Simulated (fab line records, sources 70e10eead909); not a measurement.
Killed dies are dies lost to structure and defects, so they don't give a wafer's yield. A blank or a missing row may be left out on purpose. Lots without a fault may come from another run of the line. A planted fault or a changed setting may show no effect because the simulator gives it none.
A struck lot beside a sound one | flow nand_harc | 14 steps out of a route of 1302
Sound: wafers L379.1, L379.2, L379.4. Struck: wafers L390.1, L390.5, L390.6. The cause comes at the end.
At each step with rows: each side's tool, then ch and its chambers, then its first start. Under that, the readings that differ: sound wafers | struck wafers | difference of the means | sigmas: that difference in standard deviations of wafers without a fault.
alike: readings whose means differ by less than 2 such deviations, and words and numbers that are the same on both sides. not compared: withheld readings, readings that some wafer has no value for, bounds like >300 that may hide the same value, and numbers for which the record gives no deviation and whose values overlap.
The two part at a step that has a row with sigmas, a row that says differs or no value, or rows on one side only. Numbers that don't overlap but have no deviation are shown without sigmas and don't part them. A reading that every wafer of one side lacks parts them only if that side has two wafers or more.

NHARC_THIN_TSV_CMP_01: polishes.
  sound on cmp-03 ch 0,1,3, day 24 07:08; struck on cmp-03 ch 0,3, day 29 00:50
  alike: motor_current_A
NHARC_THIN_TSV_THK_MEAS_02: measures by ir.
  sound on film_metro-01, day 24 07:23; struck on film_metro-02, day 29 01:04
  alike: thk_nm
then, 3 steps without rows for these wafers: NHARC_THIN_TSV_SRD_03; NHARC_THIN_TSV_PRECLEAN_41 (cleans in SC1); NHARC_THIN_TSV_SRD_42.
NHARC_THIN_TSV_DEP_43: deposits SiO2, target thk 1328.5 nm.
  sound on pecvd-02 ch 0,1, day 24 07:37; struck on pecvd-02 ch 0,2, day 29 01:25
  alike: throttle_valve_pct
then, 6 steps without rows for these wafers: NHARC_THIN_TSV_DEHYDRATE_04 (time 120 s); NHARC_THIN_TSV_HMDS_05 (time 30 s); NHARC_THIN_TSV_COAT_06; NHARC_THIN_TSV_SOFTBAKE_07 (time 95 s); NHARC_THIN_TSV_EBR_08; NHARC_THIN_TSV_EXPOSE_09 (exposes mask TSV).
NHARC_THIN_TSV_PEB_10: peb time 85 s.
  sound on litho_track-02 ch 0, day 24 08:22; struck on litho_track-02, day 29 02:10
  no value came back on the struck wafers for chill_plate_temp_C (C), exhaust_pa (Pa), heater_power_total_W (W); on the sound wafers chill_plate_temp_C (C) reads 23.01 22.93 23.02
then, 1 step without rows for these wafers: NHARC_THIN_TSV_DEVELOP_11 (time 70 s).

WHERE THEY PART
Only at NHARC_THIN_TSV_PEB_10, within this record.

WHY: what the simulator had put in
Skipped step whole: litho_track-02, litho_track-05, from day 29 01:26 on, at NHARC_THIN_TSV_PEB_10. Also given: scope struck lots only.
